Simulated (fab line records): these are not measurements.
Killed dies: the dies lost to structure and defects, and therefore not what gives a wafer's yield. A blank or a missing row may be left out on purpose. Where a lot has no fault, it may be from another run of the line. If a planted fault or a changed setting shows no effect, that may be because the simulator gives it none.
Matching of chambers ; flow nand-harc ; NHARC_P_M1_STRIP_18 on rie-diel-09: 4 sister chambers
The step strips in N2/H2. 8 wafers are shown with their chamber, then 8 later ones without.

== EACH WAFER AND ITS CHAMBER ==
wafer;chamber;drypump-motor-current-A (A);throttle-valve-pct (%)
L078.3;3;5.9;14.173
L078.1;1;5.8;14.163
L078.6;3;5.9;14.176
L085.2;1;5.9;14.170
L085.6;2;5.8;14.182
L089.4;2;5.8;14.170
L089.6;0;6.1;14.166
L092.1;0;6.1;14.169

== WAFERS WHOSE CHAMBER IS MISSING ==
wafer;drypump-motor-current-A (A);throttle-valve-pct (%)
L092.5;6.1;14.163
L092.6;5.9;14.177
L094.2;5.9;14.167
L094.3;6.1;14.186
L094.6;5.8;14.176
L096.3;6.1;14.176
L096.4;5.9;14.163
L096.6;5.9;14.178

== THE CHAMBER EACH PASSED THROUGH ==
wafer;from the rows above;in truth
L092.5;0;0
L092.6;can't be placed: 3 or 1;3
L094.2;can't be placed: 1 or 3 or 2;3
L094.3;0;0
L094.6;2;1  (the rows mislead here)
L096.3;0;0
L096.4;can't be placed: 1 or 3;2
L096.6;can't be placed: 3 or 1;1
Correctly placed: 3 of 8. Not placeable from these rows: 4 (in 3, the candidates include the true chamber). Number placed wrongly: 1.
How it was worked out, from the rows above alone: a wafer's distance from a chamber is the root of the sum, over the readings, of the square of ((its reading less the chamber's mean) divided by the reading's scatter). The wafer belongs to the nearest chamber; if the next one is less than 2 further off, it can't be placed. The mean given for a chamber averages the wafers shown for that chamber. The scatter: the root of (the sum of the squares of (reading less its chamber's mean) over the shown wafers, divided by (wafers less chambers)).
